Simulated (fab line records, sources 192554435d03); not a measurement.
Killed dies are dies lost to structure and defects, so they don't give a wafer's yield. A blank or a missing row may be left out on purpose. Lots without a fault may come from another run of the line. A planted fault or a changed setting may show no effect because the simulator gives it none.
fab line records | flow n5_finfet
record lots=24 wafers=72 last_day=18
route steps=1938 shown BEOL_M1@815 BEOL_M2@865
lots that met no fault: from a run of the same line without faults
start_h: hours from the record's first day to the start of the lot's first wafer shown | wait_h: hours since the lot's step before | " the same as in the row above | L1.1+2: a row that stands for several wafers | - no value, or no start given | * or withheld: withheld | < > ~ a bound
route shown NAME@n: a module of which the file shows steps, and the number in the route of the first | usual: mean/standard deviation of fault-free wafers | same: alike in all rows | chamber/n: place in a boat | sites: the reading at each site | _std_site: their standard deviation | _edge_site: outer sites' mean less inner sites' | radius_mm: how far each site lies from the wafer's centre | mask NAME#n: copy n | behind: the tool/chamber that last shaped the wafer | hold: why the lot was held/for how many hours/how that ended | device: the transistor (n, p or np) that didn't switch | end of line: the same wafers' tests at the end of the route | a step without rows: its recipe alone | killed: dies lost to structure and defects at the first sort, not the wafer's yield | map: a wafer's dies, x killed, . not, _ none there
set.NAME: the setting as run; set.NAME@STEP: as run at that earlier step | model.NAME: the simulator's own value behind a step, which no gauge read
steps of the route over a sample of lots; a table a step, a row a wafer
services: from which hour (start_h, from the record's first day; less than 0 if before it) a tool's chamber was out of use, for how many hours, and why
## steps
# step N5_BEOL_M1_ANNEAL_49
# recipe temp_c=400 time_s=240 ambient=vacuum
# usual heater_power_w=820/72 susceptor_temp_C=400.01/0.22
# columns lot.wafer tool chamber start_h wait_h heater_power_w susceptor_temp_C
L074.3 pvd_sputter-03 - 124.54 0.0 1004 400.26
L074.4 " - " " 746 400.16
L074.6 " - " " 759 400.06
L075.1 pvd_sputter-03 - 137.52 0.0 748 399.97
L075.3 " - " " 998 400.00
L075.5 " - " " 891 399.87
L076.3 pvd_sputter-01 - 148.88 0.0 796 400.53
L076.5 " - " " 888 400.28
L076.6 " - " " 842 399.93
L077.1 pvd_sputter-02 - 151.54 0.0 879 400.04
L077.2 " - " " 784 400.18
L077.6 " - " " 801 400.06
L078.3 pvd_sputter-02 - 160.28 0.0 822 399.93
L078.5 " - " " 864 400.01
L078.6 " - " " 823 400.01
L079.2 pvd_sputter-01 - 176.54 0.0 858 400.16
L079.3 " - " " 772 399.50
L079.6 " - " " 823 400.42
L080.1 pvd_sputter-03 - 176.93 0.0 872 399.69
L080.2 " - " " 986 399.55
L080.3 " - " " 767 400.30
L081.1 pvd_sputter-02 - 177.66 0.0 778 400.15
L081.3 " - " " 852 400.03
L081.6 " - " " 840 400.21
L082.4 pvd_sputter-02 - 180.40 0.0 827 400.19
L082.5 " - " " 839 399.85
L082.6 " - " " 785 400.11
L083.3 pvd_sputter-01 - 183.46 0.0 793 399.82
L083.4 " - " " 897 399.70
L083.6 " - " " 870 400.14
L084.1 pvd_sputter-01 - 193.43 0.0 744 399.87
L084.4 " - " " 764 400.08
L084.6 " - " " 794 399.99
L085.2 pvd_sputter-01 - 195.73 0.0 752 400.33
L085.3 " - " " 901 399.67
L085.4 " - " " 781 400.27
L086.1 pvd_sputter-01 - 210.07 0.0 773 399.91
L086.2 " - " " 851 399.98
L086.3 " - " " 879 399.95
L087.1 pvd_sputter-01 - 211.91 0.0 762 400.24
L087.4 " - " " 865 399.83
L087.5 " - " " 858 400.09
L088.1 pvd_sputter-03 - 216.54 0.0 761 400.31
L088.3 " - " " 778 400.03
L088.6 " - " " 774 400.18
L089.3 pvd_sputter-03 - 220.64 0.0 772 399.75
L089.4 " - " " 974 400.19
L089.6 " - " " 780 400.03
L090.2 pvd_sputter-01 - 222.06 0.0 887 400.16
L090.4 " - " " 750 399.90
L090.6 " - " " 910 400.18
L093.2 pvd_sputter-02 - 238.73 0.0 819 399.70
L093.4 " - " " 691 400.08
L093.5 " - " " 686 400.34
L091.2 pvd_sputter-02 - 246.93 0.0 719 400.06
L091.4 " - " " 866 400.13
L091.5 " - " " 857 400.30
L094.3 pvd_sputter-02 - 249.07 0.0 770 399.60
L094.4 " - " " 716 399.81
L094.5 " - " " 722 399.67
L095.2 pvd_sputter-01 - 260.29 0.0 889 400.13
L095.3 " - " " 832 400.80
L095.5 " - " " 878 400.59
L092.1 pvd_sputter-03 - 260.54 0.0 994 400.09
L092.2 " - " " 793 400.21
L092.5 " - " " 785 400.06
L096.2 pvd_sputter-01 - 262.96 0.0 731 399.91
L096.4 " - " " 864 399.68
L096.6 " - " " 871 400.08
L097.2 pvd_sputter-01 - 267.70 0.0 884 399.85
L097.3 " - " " 785 400.48
L097.5 " - " " 867 399.89
# step N5_BEOL_M1_SPUTTER_79
# recipe material=Cu target_thk_a=45 temp_c=-20 chamber_pressure_pa=0.07 power_w=withheld time_s=8.29
# usual susceptor_temp_C=-20.00/0.11 throttle_valve_pct=30.1/0.96
# columns lot.wafer tool chamber start_h wait_h susceptor_temp_C throttle_valve_pct
L074.3 pvd_sputter-03 - 124.68 0.1 -19.86 29.4
L074.4 " - " " -20.32 30.4
L074.6 " - " " -20.15 30.1
L075.1 pvd_sputter-03 - 137.66 0.1 -20.03 30.1
L075.3 " - " " -19.89 29.4
L075.5 " - " " -20.04 29.7
L076.3 pvd_sputter-01 - 149.02 0.1 -20.00 28.9
L076.5 " - " " -19.86 31.4
L076.6 " - " " -20.01 30.0
L077.1 pvd_sputter-02 - 151.68 0.1 -19.84 30.4
L077.2 " - " " -19.82 31.7
L077.6 " - " " -20.05 31.7
L078.3 pvd_sputter-02 - 160.42 0.1 -19.89 29.2
L078.5 " - " " -19.98 30.8
L078.6 " - " " -20.08 29.4
L079.2 pvd_sputter-01 - 176.68 0.1 -20.08 30.0
L079.3 " - " " -20.03 28.9
L079.6 " - " " -19.93 29.8
L080.1 pvd_sputter-03 - 177.07 0.1 -20.03 29.7
L080.2 " - " " -19.98 29.4
L080.3 " - " " -19.97 30.3
L081.1 pvd_sputter-02 - 177.80 0.1 -19.85 32.1
L081.3 " - " " -19.95 30.8
L081.6 " - " " -20.07 30.7
L082.4 pvd_sputter-02 - 180.54 0.1 -19.94 29.4
L082.5 " - " " -19.93 29.6
L082.6 " - " " -19.93 31.8
L083.3 pvd_sputter-01 - 183.60 0.1 -20.20 29.1
L083.4 " - " " -19.96 30.9
L083.6 " - " " -20.03 31.3
L084.1 pvd_sputter-01 - 193.57 0.1 -19.99 30.4
L084.4 " - " " -19.90 29.1
L084.6 " - " " -20.04 29.2
L085.2 pvd_sputter-01 - 195.87 0.1 -19.84 30.4
L085.3 " - " " -19.91 31.3
L085.4 " - " " -20.05 28.9
L086.1 pvd_sputter-01 - 210.21 0.1 -20.12 28.9
L086.2 " - " " -20.07 29.9
L086.3 " - " " -20.21 31.2
L087.1 pvd_sputter-01 - 212.05 0.1 -19.87 30.5
L087.4 " - " " -20.09 31.3
L087.5 " - " " -19.95 29.9
L088.1 pvd_sputter-03 - 216.68 0.1 -20.09 30.0
L088.3 " - " " -20.10 28.3
L088.6 " - " " -20.07 30.2
L089.3 pvd_sputter-03 - 220.78 0.1 -19.92 30.3
L089.4 " - " " -19.97 29.6
L089.6 " - " " -19.85 28.0
L090.2 pvd_sputter-01 - 222.20 0.1 -19.84 31.0
L090.4 " - " " -19.78 30.6
L090.6 " - " " -20.09 31.2
L093.2 pvd_sputter-02 - 238.87 0.1 -20.00 29.2
L093.4 " - " " -20.11 30.0
L093.5 " - " " -20.14 30.1
L091.2 pvd_sputter-02 - 247.07 0.1 -20.03 30.4
L091.4 " - " " -19.97 30.6
L091.5 " - " " -20.01 30.7
L094.3 pvd_sputter-02 - 249.21 0.1 -19.90 31.8
L094.4 " - " " -20.14 29.9
L094.5 " - " " -19.97 30.3
L095.2 pvd_sputter-01 - 260.43 0.1 -20.04 31.2
L095.3 " - " " -20.18 29.8
L095.5 " - " " -19.96 31.2
L092.1 pvd_sputter-03 - 260.68 0.1 -20.04 29.1
L092.2 " - " " -19.96 28.2
L092.5 " - " " -19.97 28.4
L096.2 pvd_sputter-01 - 263.10 0.1 -19.97 30.4
L096.4 " - " " -20.10 31.3
L096.6 " - " " -20.22 31.3
L097.2 pvd_sputter-01 - 267.84 0.1 -20.08 31.1
L097.3 " - " " -19.90 28.8
L097.5 " - " " -20.02 29.9
# step N5_BEOL_M1_SPUTTER_81
# recipe material=Cu target_thk_a=45 temp_c=-20 chamber_pressure_pa=0.07 power_w=withheld time_s=8.29
# usual susceptor_temp_C=-20.02/0.097 throttle_valve_pct=30.0/0.96
# columns lot.wafer tool chamber start_h wait_h susceptor_temp_C throttle_valve_pct
L074.3 pvd_sputter-03 - 124.90 0.1 -20.00 29.2
L074.4 " - " " -20.02 30.1
L074.6 " - " " -19.96 30.2
L075.1 pvd_sputter-03 - 139.69 1.9 -20.07 30.4
L075.3 " - " " -20.14 29.4
L075.5 " - " " -20.00 29.9
L076.3 pvd_sputter-01 - 149.24 0.1 -20.04 28.8
L076.5 " - " " -19.92 31.4
L076.6 " - " " -20.10 29.9
L077.1 pvd_sputter-02 - 151.90 0.1 -19.90 30.8
L077.2 " - " " -19.97 32.0
L077.6 " - " " -19.79 31.7
L078.3 pvd_sputter-02 - 160.64 0.1 -20.19 29.3
L078.5 " - " " -19.96 30.5
L078.6 " - " " -20.13 29.3
L079.2 pvd_sputter-01 - 176.90 0.1 -20.26 29.7
L079.3 " - " " -20.14 29.1
L079.6 " - " " -20.20 29.9
L080.1 pvd_sputter-03 - 177.29 0.1 -20.13 29.5
L080.2 " - " " -19.89 29.3
L080.3 " - " " -20.11 30.0
L081.1 pvd_sputter-02 - 178.02 0.1 -20.03 31.7
L081.3 " - " " -19.98 30.8
L081.6 " - " " -20.06 30.6
L082.4 pvd_sputter-02 - 180.76 0.1 -20.03 29.4
L082.5 " - " " -19.99 29.6
L082.6 " - " " -20.23 31.9
L083.3 pvd_sputter-01 - 183.82 0.1 -20.01 28.8
L083.4 " - " " -20.04 31.2
L083.6 " - " " -19.91 31.3
L084.1 pvd_sputter-01 - 193.79 0.1 -19.99 30.4
L084.4 " - " " -19.77 28.8
L084.6 " - " " -19.89 28.8
L085.2 pvd_sputter-01 - 196.09 0.1 -19.81 30.3
L085.3 " - " " -19.90 31.2
L085.4 " - " " -19.94 29.2
L086.1 pvd_sputter-01 - 210.43 0.1 -20.14 28.9
L086.2 " - " " -19.90 29.9
L086.3 " - " " -19.97 31.4
L087.1 pvd_sputter-01 - 212.27 0.1 -19.95 30.6
L087.4 " - " " -20.00 31.0
L087.5 " - " " -20.08 29.8
L088.1 pvd_sputter-03 - 216.90 0.1 -20.03 30.1
L088.3 " - " " -19.92 28.4
L088.6 " - " " -20.02 30.2
L089.3 pvd_sputter-03 - 221.00 0.1 -19.95 30.0
L089.4 " - " " -20.02 29.3
L089.6 " - " " -20.07 28.4
L090.2 pvd_sputter-01 - 222.42 0.1 -19.89 31.2
L090.4 " - " " -20.11 30.6
L090.6 " - " " -19.94 31.2
L093.2 pvd_sputter-02 - 239.09 0.1 -20.14 29.5
L093.4 " - " " -20.01 30.3
L093.5 " - " " -19.92 30.2
L091.2 pvd_sputter-02 - 247.29 0.1 -20.02 30.4
L091.4 " - " " -19.97 30.4
L091.5 " - " " -20.13 30.4
L094.3 pvd_sputter-02 - 249.43 0.1 -20.07 31.9
L094.4 " - " " -20.10 30.4
L094.5 " - " " -20.17 30.1
L095.2 pvd_sputter-01 - 260.65 0.1 -19.86 31.3
L095.3 " - " " -19.93 29.8
L095.5 " - " " -19.89 31.1
L092.1 pvd_sputter-03 - 260.90 0.1 -19.95 29.3
L092.2 " - " " -20.18 28.3
L092.5 " - " " -20.10 28.3
L096.2 pvd_sputter-01 - 263.32 0.1 -20.03 30.6
L096.4 " - " " -20.16 31.2
L096.6 " - " " -20.24 31.3
L097.2 pvd_sputter-01 - 268.06 0.1 -20.02 31.3
L097.3 " - " " -20.09 28.7
L097.5 " - " " -19.95 30.1
# step N5_BEOL_M1_CMP_52
# recipe stop_on=SiOC t_overpolish_s=6.8 down_force_psi=1 platen_rpm=50 clearing_platen_down_force_psi=1.5 clearing_platen_rpm=50 post_cmp_clean=cu_alkaline target_thk_nm=40 clearing_platen_pad_velocity_m_s=0.99484 pad_velocity_m_s=0.99484
# usual barrier_field_endpoint_s=24.9/0.66 motor_current_A=6.1/0.62 overpolish_run_s=6.800/0.0092 time_to_endpoint_s=63/3.4
# columns lot.wafer tool chamber start_h wait_h barrier_field_endpoint_s motor_current_A overpolish_run_s time_to_endpoint_s
L074.3 cmp-01 1 126.71 0.2 24.9 7.4 6.798 61
L074.4 " 3 " " 24.7 6.0 6.788 59
L074.6 " 1 " " 25.2 6.9 6.797 62
L075.3 cmp-01 3 141.58 0.2 23.8 6.4 6.807 56
L075.1 " 0 " " 24.5 6.3 6.801 59
L075.5 " 1 " " 24.7 7.0 6.797 59
L076.3 cmp-04 1 151.09 0.2 24.4 7.2 6.814 60
L076.5 " 0 " " 26.2 6.2 6.805 66
L076.6 " 1 " " 24.5 6.5 6.804 58
L077.1 cmp-04 2 153.71 0.3 25.5 6.0 6.801 65
L077.2 " 3 " " 24.4 5.8 6.793 63
L077.6 " 2 " " 25.2 5.8 6.814 65
L078.3 cmp-03 0 162.49 0.2 25.9 6.1 6.794 66
L078.6 " 3 " " 25.2 6.2 6.800 60
L078.5 " 0 " " 25.5 6.0 6.817 66
L079.2 cmp-01 0 178.72 0.2 24.2 6.0 6.815 60
L079.3 " 2 " " 25.8 5.4 6.793 66
L079.6 " 0 " " 24.4 6.4 6.797 57
L080.3 cmp-01 2 179.11 0.2 24.6 5.6 6.794 63
L080.2 " 3 " " 24.3 5.9 6.787 58
L080.1 " 1 " " 24.0 7.0 6.800 57
L081.3 cmp-01 3 179.84 0.2 23.4 5.8 6.798 60
L081.1 " 0 " " 23.4 6.1 6.811 58
L081.6 " 3 " " 24.3 6.2 6.798 60
L082.4 cmp-01 0 182.61 0.2 24.6 5.9 6.791 59
L082.5 " 3 " " 25.2 6.1 6.805 59
L082.6 " 0 " " 25.2 6.2 6.780 60
L083.4 cmp-04 2 185.79 0.2 25.2 5.6 6.802 61
L083.3 " 3 " " 24.0 5.4 6.794 60
L083.6 " 1 " " 24.0 6.7 6.790 59
L084.4 cmp-04 3 195.69 0.2 25.0 5.5 6.811 63
L084.1 " 0 " " 25.8 5.8 6.799 69
L084.6 " 2 " " 25.3 5.6 6.801 67
L085.2 cmp-03 0 197.90 0.2 25.4 6.1 6.802 64
L085.4 " 1 " " 24.8 7.3 6.781 61
L085.3 " 2 " " 25.4 5.1 6.793 61
L086.3 cmp-04 2 213.52 1.4 25.2 5.6 6.792 64
L086.2 " 3 " " 24.6 5.5 6.805 60
L086.1 " 0 " " 25.6 5.9 6.800 67
L087.4 cmp-04 1 214.12 0.2 25.3 6.8 6.800 65
L087.1 " 3 " " 25.4 5.4 6.815 65
L087.5 " 1 " " 24.6 6.8 6.803 61
L088.3 cmp-03 1 218.80 0.3 25.1 7.4 6.789 65
L088.1 " 2 " " 24.2 5.1 6.802 61
L088.6 " 0 " " 24.2 6.0 6.787 64
L089.3 cmp-03 3 222.81 0.2 24.5 6.3 6.784 61
L089.4 " 1 " " 25.7 7.3 6.809 68
L089.6 " 3 " " 24.5 6.0 6.800 58
L090.4 cmp-01 0 224.23 0.1 24.1 6.1 6.803 56
L090.2 " 2 " " 24.5 5.6 6.811 63
L090.6 " 1 " " 24.5 6.6 6.792 61
L093.2 cmp-04 0 240.98 0.3 25.0 6.2 6.789 66
L093.4 " 1 " " 24.8 6.8 6.792 60
L093.5 " 2 " " 25.7 5.5 6.786 67
L091.2 cmp-03 2 249.14 0.2 24.9 5.3 6.793 65
L091.4 " 3 " " 24.1 6.2 6.814 59
L091.5 " 1 " " 25.1 7.5 6.785 62
L094.4 cmp-04 3 251.26 0.1 25.4 5.8 6.813 60
L094.3 " 0 " " 26.2 6.2 6.782 66
L094.5 " 0 " " 25.5 5.7 6.794 66
L095.3 cmp-04 2 263.34 0.2 25.4 5.7 6.805 68
L095.2 " 0 " " 26.2 6.3 6.798 71
L095.5 " 2 " " 25.9 5.7 6.796 67
L092.2 cmp-04 1 264.04 0.2 24.6 7.1 6.809 62
L092.1 " 0 " " 25.4 6.3 6.794 67
L092.5 " 1 " " 24.6 6.5 6.806 60
L096.2 cmp-03 2 265.17 0.2 24.9 5.1 6.781 66
L096.4 " 3 " " 24.5 6.5 6.804 60
L096.6 " 1 " " 25.7 7.1 6.787 66
L097.2 cmp-01 1 269.87 0.2 24.7 6.9 6.799 62
L097.3 " 0 " " 24.7 6.4 6.809 61
L097.5 " 2 " " 25.1 5.5 6.775 69
# step N5_BEOL_M1_PRE_CLEAN_60
# recipe gas=NH3/H2 time_s=15 temp_c=* rf_power_w=300
# usual heater_power_w=78/8.7 susceptor_temp_C=*
# columns lot.wafer tool chamber start_h wait_h heater_power_w susceptor_temp_C
L074.3 cvd_co-02 2 127.04 0.0 89 *
L074.4 " 0 " " 70 *
L074.6 " 2 " " 88 *
L075.1 cvd_co-01 0 141.83 0.0 82 *
L075.3 " 1 " " 61 *
L075.5 " 0 " " 81 *
L076.3 cvd_co-01 2 151.38 0.0 76 *
L076.5 " 1 " " 63 *
L076.6 " 0 " " 82 *
L077.1 cvd_co-02 1 154.04 0.0 82 *
L077.2 " 0 " " 71 *
L077.6 " 1 " " 80 *
L078.3 cvd_co-02 2 162.78 0.0 88 *
L078.5 " 2 " " 87 *
L078.6 " 1 " " 83 *
L079.2 cvd_co-01 0 179.05 0.0 81 *
L079.3 " 2 " " 76 *
L079.6 " 2 " " 75 *
L080.1 cvd_co-02 1 179.44 0.0 80 *
L080.2 " 2 " " 89 *
L080.3 " 0 " " 70 *
L081.1 cvd_co-02 2 180.17 0.0 89 *
L081.3 " 0 " " 72 *
L081.6 " 1 " " 80 *
L082.4 cvd_co-02 2 182.94 0.1 88 *
L082.5 " 1 " " 79 *
L082.6 " 0 " " 70 *
L083.3 cvd_co-02 0 186.08 0.0 69 *
L083.4 " 2 " " 88 *
L083.6 " 1 " " 84 *
L084.1 cvd_co-01 2 195.95 0.0 76 *
L084.4 " 0 " " 84 *
L084.6 " 2 " " 75 *
L085.2 cvd_co-02 2 198.23 0.0 88 *
L085.3 " 1 " " 80 *
L085.4 " 0 " " 70 *
L086.1 cvd_co-02 0 214.16 0.4 69 *
L086.2 " 2 " " 89 *
L086.3 " 1 " " 83 *
L087.1 cvd_co-02 2 214.42 0.0 88 *
L087.4 " 2 " " 90 *
L087.5 " 0 " " 71 *
L088.1 cvd_co-02 2 219.06 0.0 90 *
L088.3 " 1 " " 83 *
L088.6 " 0 " " 72 *
L089.3 cvd_co-01 1 223.14 0.0 63 *
L089.4 " 1 " " 62 *
L089.6 " 2 " " 76 *
L090.2 cvd_co-01 2 224.56 0.0 76 *
L090.4 " 1 " " 64 *
L090.6 " 2 " " 77 *
L093.2 cvd_co-01 0 241.24 0.0 84 *
L093.4 " 0 " " 83 *
L093.5 " 1 " " 64 *
L091.2 cvd_co-01 1 249.44 0.0 62 *
L091.4 " 1 " " 62 *
L091.5 " 2 " " 76 *
L094.3 cvd_co-01 2 251.59 0.0 76 *
L094.4 " 0 " " 82 *
L094.5 " 1 " " 63 *
L095.2 cvd_co-01 0 263.63 0.0 83 *
L095.3 " 2 " " 76 *
L095.5 " 1 " " 63 *
L092.1 cvd_co-02 0 264.37 0.0 70 *
L092.2 " 2 " " 90 *
L092.5 " 1 " " 78 *
L096.2 cvd_co-02 1 265.46 0.0 81 *
L096.4 " 2 " " 91 *
L096.6 " 1 " " 80 *
L097.2 cvd_co-02 1 270.20 0.0 81 *
L097.3 " 0 " " 72 *
L097.5 " 1 " " 82 *
# step N5_BEOL_M2_STRIP_19
# recipe chemistry=O2 power_w=400 temp_c=40 pressure_mtorr=30 rf_frequency_hz=6e+07 bias_power_w=0 overash_fraction=0.2 o2_flow_sccm=225
# usual drypump_motor_current_A=5.6/0.49 o2_flow_sccm=225.1/0.65 oes_product_au=0.80/0.059 rf_vpp_V=3.7/0.46 showerhead_plenum_p_Torr=2.07/0.067 temp_c=40.02/0.11 throttle_valve_pct=16.59/0.14
# columns lot.wafer tool chamber start_h wait_h drypump_motor_current_A o2_flow_sccm oes_product_au rf_hours_counter_h rf_vpp_V showerhead_plenum_p_Torr temp_c throttle_valve_pct
L074.3 rie_diel-02 1 130.85 0.1 6.2 224.8 0.79 124 3.6 2.00 39.96 16.64
L074.4 " 3 " " 5.9 224.0 0.78 - 3.6 2.20 39.91 16.36
L074.6 " 2 " " 5.7 225.9 0.91 - 3.5 2.03 39.99 16.59
L075.1 rie_diel-01 0 145.46 0.4 6.2 225.2 0.85 53 4.4 2.04 39.89 16.57
L075.3 " 1 " " 5.0 226.0 0.68 244 4.9 1.99 39.93 17.03
L075.5 " 2 " " 5.6 224.5 0.78 - 3.3 2.12 40.07 16.65
L076.3 rie_diel-01 3 154.42 0.1 6.2 225.2 0.79 104 3.7 2.03 40.01 16.62
L076.5 " 2 " " 5.6 225.0 0.78 - 3.2 2.12 40.07 16.67
L076.6 " 1 " " 5.0 224.5 0.68 - 3.6 1.99 40.06 17.05
L077.1 rie_diel-04 1 158.49 0.2 5.4 225.1 0.76 132 3.2 2.02 40.08 16.66
L077.2 " 0 " " 6.2 224.8 0.88 29 3.7 2.03 39.89 16.42
L077.6 " 1 " " 5.4 225.2 0.76 - 3.8 2.02 39.91 16.68
L078.3 rie_diel-02 3 166.02 0.1 5.9 224.8 0.77 131 3.2 2.20 40.06 16.38
L078.5 " 1 " " 6.1 225.3 0.77 - 4.7 2.00 40.09 16.69
L078.6 " 2 " " 5.7 224.8 0.90 - 4.5 2.03 40.03 16.63
L079.2 rie_diel-04 3 181.17 0.1 5.5 225.0 0.85 52 4.3 2.13 40.10 16.60
L079.3 " 1 " " 5.4 224.1 0.75 140 4.0 2.01 40.02 16.68
L079.6 " 0 " " 6.1 224.2 0.87 - 3.7 2.03 40.07 16.45
L080.1 rie_diel-04 3 181.65 0.1 5.5 225.3 0.85 53 4.1 2.13 40.09 16.60
L080.2 " 2 " " 4.7 225.8 0.88 42 3.9 2.13 40.24 16.36
L080.3 " 0 " " 6.2 225.5 0.87 37 3.9 2.03 40.30 16.43
L081.1 rie_diel-04 1 182.53 0.1 5.4 225.3 0.75 140 4.0 2.01 40.18 16.67
L081.3 " 0 " " 6.2 225.5 0.88 37 3.0 2.03 40.06 16.45
L081.6 " 1 " " 5.4 226.4 0.75 - 3.2 2.01 40.03 16.69
L082.4 rie_diel-02 1 186.19 0.2 6.1 224.9 0.76 144 3.6 2.00 39.91 16.71
L082.5 " 3 " " 5.9 225.3 0.76 - 3.6 2.20 40.19 16.41
L082.6 " 2 " " 5.7 224.8 0.88 - 4.0 2.03 39.86 16.65
L083.3 rie_diel-01 0 189.50 0.1 6.2 225.6 0.83 70 4.3 2.03 39.82 16.62
L083.4 " 1 " " 5.0 224.8 0.95 2 3.6 2.26 39.99 16.60
L083.6 " 3 " " 6.2 225.1 0.78 - 4.0 2.03 39.77 16.63
L084.1 rie_diel-02 1 198.23 0.1 6.2 224.6 0.76 149 3.5 2.00 39.95 16.70
L084.4 " 0 " " 5.2 225.9 0.70 202 3.9 2.06 40.31 16.71
L084.6 " 3 " " 5.9 225.6 0.76 - 3.6 2.20 39.96 16.41
L085.2 rie_diel-04 0 200.14 0.1 6.2 225.8 0.86 44 3.2 2.03 40.04 16.47
L085.3 " 1 " " 5.4 226.2 0.75 147 4.6 2.01 40.13 16.70
L085.4 " 2 " " 4.7 226.3 0.87 - 3.5 2.13 39.97 16.39
L086.1 rie_diel-01 0 215.53 0.1 6.3 226.2 0.82 79 3.4 2.03 40.09 16.63
L086.2 " 2 " " 5.6 224.4 0.76 140 3.8 2.11 39.96 16.70
L086.3 " 1 " " 5.0 225.1 0.91 12 4.0 2.25 40.07 16.62
L087.1 rie_diel-04 3 217.79 0.1 5.5 225.5 0.82 59 4.0 2.13 39.97 16.61
L087.4 " 2 " " 4.7 226.0 0.86 58 4.3 2.12 39.93 16.42
L087.5 " 3 " " 5.5 226.4 0.83 - 4.0 2.13 39.73 16.62
L088.1 rie_diel-02 3 222.44 0.1 5.9 224.1 0.75 151 4.1 2.19 40.17 16.42
L088.3 " 0 " " 5.2 225.3 0.68 211 4.0 2.06 40.07 16.72
L088.6 " 0 " " 5.2 225.3 0.69 - 3.5 2.06 40.04 16.73
L089.3 rie_diel-01 2 225.12 0.1 5.6 224.1 0.76 144 3.7 2.11 40.18 16.71
L089.4 " 3 " " 6.2 225.4 0.76 131 3.9 2.02 39.98 16.66
L089.6 " 0 " " 6.2 224.9 0.82 - 3.9 2.02 40.07 16.64
L090.2 rie_diel-04 3 228.31 0.1 5.5 223.5 0.82 64 4.2 2.13 39.83 16.61
L090.4 " 0 " " 6.1 225.9 0.85 58 4.0 2.02 39.91 16.48
L090.6 " 3 " " 5.5 224.7 0.83 - 3.3 2.13 40.17 16.62
L093.2 rie_diel-04 3 242.94 0.1 5.5 223.8 0.82 70 3.9 2.13 40.10 16.61
L093.4 " 1 " " 5.4 225.9 0.73 163 3.7 2.00 40.00 16.72
L093.5 " 0 " " 6.2 225.4 0.83 - 3.6 2.02 40.19 16.47
L091.2 rie_diel-04 3 251.53 0.1 5.5 225.4 0.81 74 3.2 2.12 40.14 16.64
L091.4 " 2 " " 4.7 224.6 0.84 71 3.2 2.12 40.08 16.42
L091.5 " 0 " " 6.2 225.6 0.83 - 3.5 2.02 39.99 16.50
L094.3 rie_diel-04 3 254.99 0.1 5.5 223.7 0.81 74 3.7 2.12 40.17 16.63
L094.4 " 2 " " 4.7 225.3 0.84 72 4.5 2.12 40.24 16.44
L094.5 " 0 " " 6.1 223.7 0.83 - 3.6 2.02 40.04 16.50
L095.2 rie_diel-02 1 265.96 0.2 6.1 225.0 0.74 173 4.5 1.99 40.04 16.74
L095.3 " 3 " " 5.9 226.4 0.74 168 3.7 2.19 39.89 16.46
L095.5 " 2 " " 5.7 226.0 0.84 - 3.9 2.02 40.09 16.69
L092.1 rie_diel-04 2 266.09 0.1 4.7 225.2 0.83 76 4.0 2.12 40.09 16.44
L092.2 " 0 " " 6.1 225.2 0.83 72 3.0 2.02 39.83 16.52
L092.5 " 0 " " 6.1 225.7 0.83 - 3.4 2.02 40.02 16.51
L096.2 rie_diel-04 3 268.80 0.1 5.5 224.6 0.81 79 3.2 2.12 40.21 16.65
L096.4 " 2 " " 4.7 224.9 0.84 78 3.7 2.12 39.95 16.44
L096.6 " 2 " " 4.7 224.6 0.83 - 3.7 2.12 39.94 16.44
L097.2 rie_diel-04 2 271.94 0.1 4.7 225.4 0.84 78 3.4 2.12 39.88 16.44
L097.3 " 0 " " 6.2 225.5 0.82 74 4.6 2.02 40.18 16.50
L097.5 " 3 " " 5.5 224.8 0.81 - 4.0 2.12 40.11 16.66
## services
# columns tool chamber start_h hours kind
cmp-04 - 110.33 19.3 pm
cvd_co-01 1 114.67 - clean
cvd_co-01 1 114.67 22.0 scheduled_down
cvd_co-01 1 114.67 22.0 vent_cycle
cmp-03 - 120.08 4.0 pm
cvd_co-01 - 120.11 5.2 repair
rie_diel-01 3 123.27 6.5 repair
rie_diel-02 0 128.23 12.0 repair
rie_diel-04 - 131.45 0.3 repair
cmp-03 - 141.99 5.0 pm
cmp-04 - 174.90 6.6 pm
cmp-01 - 192.95 5.0 pm
rie_diel-01 - 196.61 0.9 repair
rie_diel-04 3 198.02 17.3 repair
cmp-03 - 201.61 1.2 repair
cmp-03 - 206.51 0.8 repair
cmp-01 - 208.40 13.1 pm
rie_diel-02 2 220.41 6.5 repair
rie_diel-04 1 221.06 3.8 repair
cmp-01 - 228.56 6.6 pm
cvd_co-01 2 231.13 12.4 repair
rie_diel-01 2 231.74 9.0 repair
cmp-03 - 240.67 1.8 repair
cmp-01 - 263.20 0.5 repair
## key
fault none
